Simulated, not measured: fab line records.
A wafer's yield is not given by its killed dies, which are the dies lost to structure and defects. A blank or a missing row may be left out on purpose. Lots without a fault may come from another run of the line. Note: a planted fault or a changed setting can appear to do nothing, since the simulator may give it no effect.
Chamber matching | flow n5 finfet | N5_BEOL_M5_PRE_CLEAN_77 on cvd co-02: 3 sister chambers
The step time 15 s. 6 wafers are shown with their chamber, then 8 later ones without.

## WAFERS WITH THEIR CHAMBER
wafer  | chamber | heater power w (W)
L471.4 | 0       | 80
L470.4 | 2       | 91
L470.6 | 0       | 79
L479.1 | 2       | 95
L479.4 | 1       | 71
L483.2 | 1       | 72

## WAFERS WHOSE CHAMBER IS MISSING
wafer  | heater power w (W)
L483.3 | 77
L483.4 | 91
L484.1 | 72
L484.3 | 92
L484.6 | 78
L485.2 | 96
L485.3 | 72
L485.5 | 94

## CHAMBER TAKEN BY EACH
wafer  | from the rows above     | in truth
L483.3 | can't be placed: 0 or 1 | 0
L483.4 | 2                       | 2
L484.1 | 1                       | 1
L484.3 | 2                       | 2
L484.6 | 0                       | 0
L485.2 | 2                       | 2
L485.3 | 1                       | 1
L485.5 | 2                       | 2
Correctly placed: 7 of 8. These rows do not allow placing 1 (true chamber among the candidates in 1). Wrongly placed: 0.
How it was worked out, from the rows above alone: a wafer's distance from a chamber is the root of the sum, over the readings, of the square of ((its reading less the chamber's mean) divided by the reading's scatter). If the next closest chamber is less than 2 further off than the closest, the wafer can't be placed; otherwise it belongs to the closest. A chamber's mean is the mean of its shown wafers. How the scatter is found: for the shown wafers, subtract from each reading the mean of its chamber, square and add these, divide the total by (wafers less chambers), then take the root.
